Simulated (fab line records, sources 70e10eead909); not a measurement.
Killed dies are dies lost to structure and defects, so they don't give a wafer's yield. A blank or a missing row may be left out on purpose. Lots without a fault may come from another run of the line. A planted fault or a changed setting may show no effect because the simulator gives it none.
Which tool did it? | flow nand_harc | 15 lots, 43 wafers sampled, at 1 step of a route of 1302

WHAT THE GAUGES READ, wafer by wafer
NHARC_P_STI_INSPECT_25.
lot  | measured     | on                | raw_defect_count
L206 | day 5 02:16  | defect_inspect-02 | 202 233 174
L208 | day 5 14:39  | defect_inspect-01 | 168 103 99
L209 | day 6 01:04  | defect_inspect-02 | 448 422 275
L210 | day 6 14:53  | defect_inspect-02 | 311 256 210
L211 | day 6 20:56  | defect_inspect-02 | 143 150 137
L212 | day 7 12:29  | defect_inspect-02 | 229 429 258
L213 | day 7 17:28  | defect_inspect-02 | 157 249 288
L214 | day 8 08:22  | defect_inspect-02 | 283 159 376
L215 | day 8 14:35  | defect_inspect-02 | 183 216 337
L218 | day 10 03:08 | defect_inspect-01 | 155 152 147
L216 | day 10 03:08 | defect_inspect-02 | 132 102 167
L219 | day 10 03:10 | defect_inspect-01 | 144 390 190
L224 | day 12 15:26 | defect_inspect-01 | 183 93 129
L226 | day 13 00:15 | defect_inspect-02 | 274 224
L225 | day 13 00:15 | defect_inspect-01 | 190 207

WHICH TOOL RAN EACH LOT (tool, then ch and the chambers of the sampled wafers, then the start)
The record holds no process step before these readings.

WHAT THE TOOLS THEMSELVES READ (means of the sampled wafers that have a number; where no wafer has one, the mark that the record gives instead)
The record holds no such reading with a usual standard deviation.

THE ANSWER, worked out from the rows above alone
Rule: what is usual is taken from the lots themselves. Put in order of their means at a reading, lots are off if they are a third of the lots or fewer, leave a main group of 4 or more, and stand apart from it by a gap of 3 or more times the standard deviation of the main group's means; of several such gaps the widest counts. A main group whose means are all the same, to the digits that the tables above print for the reading, isn't used. A lot without any number at a reading at which 4 lots or more have one is off too. The other lots that the step has rows for count as sound. The gauges are gone through in route order, then the tools' own readings, and for those a lot's mean is taken as printed above. The first step at which some lot is off is used, and at that step the reading that is off furthest; a lot without a number counts as furthest.
No lot is off at any reading shown: from this, nothing can be told.

WHAT THE SIMULATOR HAD PUT IN
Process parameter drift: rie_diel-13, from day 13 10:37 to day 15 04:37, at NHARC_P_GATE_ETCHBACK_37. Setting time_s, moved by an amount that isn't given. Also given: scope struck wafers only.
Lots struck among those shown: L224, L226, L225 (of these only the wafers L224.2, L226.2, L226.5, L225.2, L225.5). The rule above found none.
